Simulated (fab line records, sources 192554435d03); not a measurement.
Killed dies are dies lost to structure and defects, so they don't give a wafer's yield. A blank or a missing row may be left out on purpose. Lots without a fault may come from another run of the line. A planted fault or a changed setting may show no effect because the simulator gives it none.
Which tool did it? | flow n5_finfet | 24 lots, 72 wafers sampled, at 6 steps of a route of 1938

WHAT THE GAUGES READ, wafer by wafer
N5_BEOL_M14_OVL_MEAS_11.
lot  | measured     | on         | V13_OVL (nm)
L074 | day 11 04:14 | overlay-01 | 10 12 7
L075 | day 12 04:31 | overlay-02 | -3 4 2
L076 | day 13 11:56 | overlay-02 | 2 4 5
L077 | day 13 12:08 | overlay-02 | 15 7 8
L079 | day 13 15:12 | overlay-01 | 15 11 11
L078 | day 13 19:30 | overlay-01 | 9 6 4
L082 | day 14 10:51 | overlay-01 | -6 -1 -3
L081 | day 14 13:42 | overlay-02 | 1 -4 -4
L084 | day 14 19:50 | overlay-01 | 1 -1 1
L080 | day 15 02:56 | overlay-02 | 5 5 2
L087 | day 15 05:47 | overlay-01 | -5 0 -4
L085 | day 15 06:06 | overlay-02 | 5 -5 2
L083 | day 15 07:55 | overlay-02 | 4 0 1
L086 | day 15 23:37 | overlay-02 | 1 2 8
L088 | day 15 23:53 | overlay-02 | 13 11 9
L091 | day 16 05:53 | overlay-01 | 0 3 8
L089 | day 16 06:33 | overlay-02 | 4 3 9
L092 | day 17 03:17 | overlay-01 | 4 8 -1
L094 | day 17 07:17 | overlay-02 | 2 5 4
L093 | day 17 15:20 | overlay-02 | 6 3 6
L090 | day 17 15:47 | overlay-01 | 6 -1 8
L095 | day 17 22:24 | overlay-01 | 10 7 13
L096 | day 18 05:19 | overlay-01 | 2 0 -4
L097 | day 18 16:52 | overlay-02 | -1 -1 -5

N5_BEOL_M14_CD_MEAS_17: target cd 250 nm.
lot  | measured     | on        | cd_nm (nm)
L074 | day 11 04:44 | cd_sem-01 | 252.5 251.4 251.5
L075 | day 12 05:01 | cd_sem-01 | 251.0 248.2 254.0
L076 | day 13 12:26 | cd_sem-02 | 251.8 250.5 253.1
L077 | day 13 12:58 | cd_sem-01 | 251.5 256.4 252.4
L079 | day 13 15:42 | cd_sem-01 | 248.4 248.5 249.6
L078 | day 13 20:00 | cd_sem-01 | 253.5 251.0 253.9
L082 | day 14 11:23 | cd_sem-03 | 252.2 248.5 255.2
L081 | day 14 14:12 | cd_sem-03 | 252.0 251.0 249.6
L084 | day 14 20:20 | cd_sem-01 | 248.1 251.0 251.0
L080 | day 15 03:26 | cd_sem-03 | 253.7 250.2 254.0
L087 | day 15 06:17 | cd_sem-01 | 246.7 250.2 246.3
L085 | day 15 06:38 | cd_sem-02 | 248.5 248.3 250.2
L083 | day 15 08:25 | cd_sem-01 | 251.6 253.6 247.9
L086 | day 16 00:07 | cd_sem-02 | 250.4 254.0 250.6
L088 | day 16 00:23 | cd_sem-01 | 252.9 254.9 248.9
L091 | day 16 06:34 | cd_sem-01 | 248.0 250.5 248.0
L089 | day 16 07:32 | cd_sem-03 | 251.1 251.1 252.0
L092 | day 17 03:47 | cd_sem-01 | 251.5 248.1 252.2
L094 | day 17 07:47 | cd_sem-03 | 249.5 248.9 249.2
L093 | day 17 15:50 | cd_sem-01 | 250.0 249.8 248.3
L090 | day 17 16:32 | cd_sem-01 | 253.1 252.0 252.2
L095 | day 17 22:53 | cd_sem-03 | 253.0 253.7 253.6
L096 | day 18 05:48 | cd_sem-03 | 251.1 249.6 249.8
L097 | day 18 17:22 | cd_sem-01 | 251.9 250.1 252.6

N5_BEOL_M14_INSPECT_30: inspects for defects (macro).
lot  | measured     | on                | raw_defect_count
L074 | day 11 05:14 | defect_inspect-01 | 1 4 1
L075 | day 12 05:31 | defect_inspect-02 | 1 0 2
L076 | day 13 12:56 | defect_inspect-02 | 2 5 2
L077 | day 13 13:28 | defect_inspect-01 | 4 2 2
L079 | day 13 16:12 | defect_inspect-01 | 2 2 2
L078 | day 13 20:23 | defect_inspect-02 | 2 2 2
L082 | day 14 11:53 | defect_inspect-01 | 2 2 4
L081 | day 14 14:43 | defect_inspect-02 | 4 2 1
L084 | day 14 20:43 | defect_inspect-02 | 2 2 3
L080 | day 15 03:56 | defect_inspect-02 | 4 1 2
L087 | day 15 06:40 | defect_inspect-01 | 2 2 0
L085 | day 15 07:01 | defect_inspect-01 | 3 2 2
L083 | day 15 08:47 | defect_inspect-02 | 4 3 2
L086 | day 16 00:29 | defect_inspect-02 | 1 1 3
L088 | day 16 00:53 | defect_inspect-02 | 1 3 4
L091 | day 16 06:56 | defect_inspect-01 | 2 4 3
L089 | day 16 07:56 | defect_inspect-02 | 1 2 6
L092 | day 17 04:10 | defect_inspect-02 | 1 1 2
L094 | day 17 08:17 | defect_inspect-01 | 1 2 4
L093 | day 17 16:20 | defect_inspect-01 | 0 1 1
L090 | day 17 16:55 | defect_inspect-02 | 3 2 1
L095 | day 17 23:23 | defect_inspect-01 | 1 1 2
L096 | day 18 06:11 | defect_inspect-02 | 2 6 2
L097 | day 18 17:54 | defect_inspect-01 | 5 0 2

WHICH TOOL RAN EACH LOT (tool, then ch and the chambers of the sampled wafers, then the start)
lot  | N5_BEOL_M13_SPUTTER_43       | N5_BEOL_M13_SPUTTER_44       | N5_BEOL_M14_ILD_DEP_00
L074 | pvd_sputter-03, day 11 01:50 | pvd_sputter-03, day 11 01:55 | pecvd-01 ch 1,2, day 11 03:43
L075 | pvd_sputter-02, day 12 02:46 | pvd_sputter-02, day 12 02:51 | pecvd-02 ch 1,2, day 12 03:59
L076 | pvd_sputter-03, day 13 10:02 | pvd_sputter-03, day 13 10:07 | pecvd-01 ch 1,2, day 13 11:17
L077 | pvd_sputter-02, day 13 10:07 | pvd_sputter-02, day 13 10:12 | pecvd-04 ch 0,2, day 13 11:37
L079 | pvd_sputter-02, day 13 13:11 | pvd_sputter-02, day 13 13:16 | pecvd-02 ch 0,1,2, day 13 14:45
L078 | pvd_sputter-02, day 13 17:17 | pvd_sputter-02, day 13 17:22 | pecvd-04 ch 0,2, day 13 18:54
L082 | pvd_sputter-03, day 14 08:59 | pvd_sputter-03, day 14 09:04 | pecvd-02 ch 1,2, day 14 10:12
L081 | pvd_sputter-02, day 14 11:57 | pvd_sputter-02, day 14 12:02 | pecvd-01 ch 1,2, day 14 13:11
L084 | pvd_sputter-02, day 14 18:07 | pvd_sputter-02, day 14 18:12 | pecvd-04 ch 0,1,2, day 14 19:23
L080 | pvd_sputter-03, day 15 00:48 | pvd_sputter-03, day 15 00:53 | pecvd-02 ch 0,1,2, day 15 02:17
L087 | pvd_sputter-03, day 15 03:11 | pvd_sputter-03, day 15 03:16 | pecvd-01 ch 0,1,2, day 15 05:13
L085 | pvd_sputter-01, day 15 03:28 | pvd_sputter-01, day 15 03:33 | pecvd-02 ch 1,2, day 15 05:27
L083 | pvd_sputter-03, day 15 06:10 | pvd_sputter-03, day 15 06:15 | pecvd-02 ch 0,1, day 15 07:23
L086 | pvd_sputter-01, day 15 21:48 | pvd_sputter-01, day 15 21:53 | pecvd-01 ch 0,1,2, day 15 23:05
L088 | pvd_sputter-01, day 15 22:07 | pvd_sputter-01, day 15 22:12 | pecvd-01 ch 0,1,2, day 15 23:22
L091 | pvd_sputter-02, day 16 04:07 | pvd_sputter-02, day 16 04:11 | pecvd-01 ch 0,2, day 16 05:22
L089 | pvd_sputter-03, day 16 04:33 | pvd_sputter-03, day 16 04:38 | pecvd-02 ch 0,2, day 16 05:49
L092 | pvd_sputter-01, day 17 01:23 | pvd_sputter-01, day 17 01:28 | pecvd-01 ch 0,1,2, day 17 02:38
L094 | pvd_sputter-03, day 17 05:25 | pvd_sputter-03, day 17 05:30 | pecvd-04 ch 0,1,2, day 17 06:38
L093 | pvd_sputter-01, day 17 13:17 | pvd_sputter-01, day 17 13:22 | pecvd-01 ch 0,1,2, day 17 14:41
L090 | pvd_sputter-03, day 17 13:31 | pvd_sputter-03, day 17 13:35 | pecvd-01 ch 0,1,2, day 17 15:15
L095 | pvd_sputter-02, day 17 20:32 | pvd_sputter-02, day 17 20:37 | pecvd-02 ch 2, day 17 21:47
L096 | pvd_sputter-02, day 18 03:26 | pvd_sputter-02, day 18 03:31 | pecvd-02 ch 0,1,2, day 18 04:40
L097 | pvd_sputter-01, day 18 14:55 | pvd_sputter-01, day 18 14:59 | pecvd-04 ch 0,2, day 18 16:13
- N5_BEOL_M13_SPUTTER_43: material TaN, target thk 15 nm, time 24.19 s.
- N5_BEOL_M13_SPUTTER_44: material Ta, target thk 10 nm, time 16.13 s.
- N5_BEOL_M14_ILD_DEP_00: deposits SiO2 from TEOS/O2, target thk 1119.3 nm, time 237.4 s.

WHAT THE TOOLS THEMSELVES READ (means of the sampled wafers that have a number; where no wafer has one, the mark that the record gives instead)
N5_BEOL_M13_SPUTTER_43.
lot  | tool           | throttle_valve_pct (%)
L074 | pvd_sputter-03 | 28.8
L075 | pvd_sputter-02 | 30.0
L076 | pvd_sputter-03 | 29.5
L077 | pvd_sputter-02 | 30.0
L079 | pvd_sputter-02 | 29.5
L078 | pvd_sputter-02 | 30.3
L082 | pvd_sputter-03 | 29.8
L081 | pvd_sputter-02 | 30.2
L084 | pvd_sputter-02 | 30.3
L080 | pvd_sputter-03 | 29.7
L087 | pvd_sputter-03 | 31.0
L085 | pvd_sputter-01 | 30.8
L083 | pvd_sputter-03 | 30.9
L086 | pvd_sputter-01 | 31.0
L088 | pvd_sputter-01 | 31.4
L091 | pvd_sputter-02 | 29.4
L089 | pvd_sputter-03 | 29.6
L092 | pvd_sputter-01 | 31.1
L094 | pvd_sputter-03 | 30.7
L093 | pvd_sputter-01 | 31.4
L090 | pvd_sputter-03 | 30.4
L095 | pvd_sputter-02 | 29.9
L096 | pvd_sputter-02 | 30.2
L097 | pvd_sputter-01 | 31.9

N5_BEOL_M13_SPUTTER_44.
lot  | tool           | throttle_valve_pct (%)
L074 | pvd_sputter-03 | 28.8
L075 | pvd_sputter-02 | 30.0
L076 | pvd_sputter-03 | 29.4
L077 | pvd_sputter-02 | 30.1
L079 | pvd_sputter-02 | 29.4
L078 | pvd_sputter-02 | 30.3
L082 | pvd_sputter-03 | 29.6
L081 | pvd_sputter-02 | 30.2
L084 | pvd_sputter-02 | 30.1
L080 | pvd_sputter-03 | 29.5
L087 | pvd_sputter-03 | 31.0
L085 | pvd_sputter-01 | 30.9
L083 | pvd_sputter-03 | 30.7
L086 | pvd_sputter-01 | 30.8
L088 | pvd_sputter-01 | 31.3
L091 | pvd_sputter-02 | 29.4
L089 | pvd_sputter-03 | 29.5
L092 | pvd_sputter-01 | 31.4
L094 | pvd_sputter-03 | 30.6
L093 | pvd_sputter-01 | 31.2
L090 | pvd_sputter-03 | 30.5
L095 | pvd_sputter-02 | 29.8
L096 | pvd_sputter-02 | 30.3
L097 | pvd_sputter-01 | 31.8

N5_BEOL_M14_ILD_DEP_00.
lot  | tool     | chamber_pressure_Torr (Torr) | heater_power_w (W) | showerhead_plenum_p_Torr (Torr) | throttle_valve_pct (%)
L074 | pecvd-01 | 6.517                        | 545                | 8.30                            | 19.0
L075 | pecvd-02 | 6.498                        | 675                | 8.36                            | 18.7
L076 | pecvd-01 | 6.514                        | 620                | 8.30                            | 18.7
L077 | pecvd-04 | 6.501                        | 456                | 8.31                            | 18.7
L079 | pecvd-02 | 6.500                        | 616                | 8.36                            | 18.7
L078 | pecvd-04 | 6.495                        | 435                | 8.31                            | 18.7
L082 | pecvd-02 | 6.517                        | 640                | 8.37                            | 18.6
L081 | pecvd-01 | 6.493                        | 627                | 8.31                            | 18.7
L084 | pecvd-04 | 6.497                        | 543                | 8.33                            | 18.8
L080 | pecvd-02 | 6.513                        | 611                | 8.38                            | 18.5
L087 | pecvd-01 | 6.513                        | 483                | 8.32                            | 18.8
L085 | pecvd-02 | 6.488                        | 636                | 8.36                            | 18.6
L083 | pecvd-02 | 6.497                        | 648                | 8.40                            | 18.5
L086 | pecvd-01 | 6.499                        | 516                | 8.31                            | 18.9
L088 | pecvd-01 | 6.512                        | 516                | 8.31                            | 19.0
L091 | pecvd-01 | 6.522                        | 554                | 8.32                            | 18.7
L089 | pecvd-02 | 6.503                        | 586                | 8.40                            | 18.7
L092 | pecvd-01 | 6.503                        | 521                | 8.32                            | 19.1
L094 | pecvd-04 | 6.495                        | 448                | 8.34                            | 19.0
L093 | pecvd-01 | 6.511                        | 507                | 8.31                            | 18.8
L090 | pecvd-01 | 6.492                        | 515                | 8.32                            | 18.7
L095 | pecvd-02 | 6.508                        | 520                | 8.33                            | 18.9
L096 | pecvd-02 | 6.475                        | 604                | 8.37                            | 18.3
L097 | pecvd-04 | 6.490                        | 446                | 8.31                            | 18.9

THE ANSWER, worked out from the rows above alone
Rule: what is usual is taken from the lots themselves. Put in order of their means at a reading, lots are off if they are a third of the lots or fewer, leave a main group of 4 or more, and stand apart from it by a gap of 3 or more times the standard deviation of the main group's means; of several such gaps the widest counts. A main group whose means are all the same, to the digits that the tables above print for the reading, isn't used. A lot without any number at a reading at which 4 lots or more have one is off too. The other lots that the step has rows for count as sound. The gauges are gone through in route order, then the tools' own readings, and for those a lot's mean is taken as printed above. The first step at which some lot is off is used, and at that step the reading that is off furthest; a lot without a number counts as furthest.
No lot is off at any reading shown: from this, nothing can be told.

WHAT THE SIMULATOR HAD PUT IN
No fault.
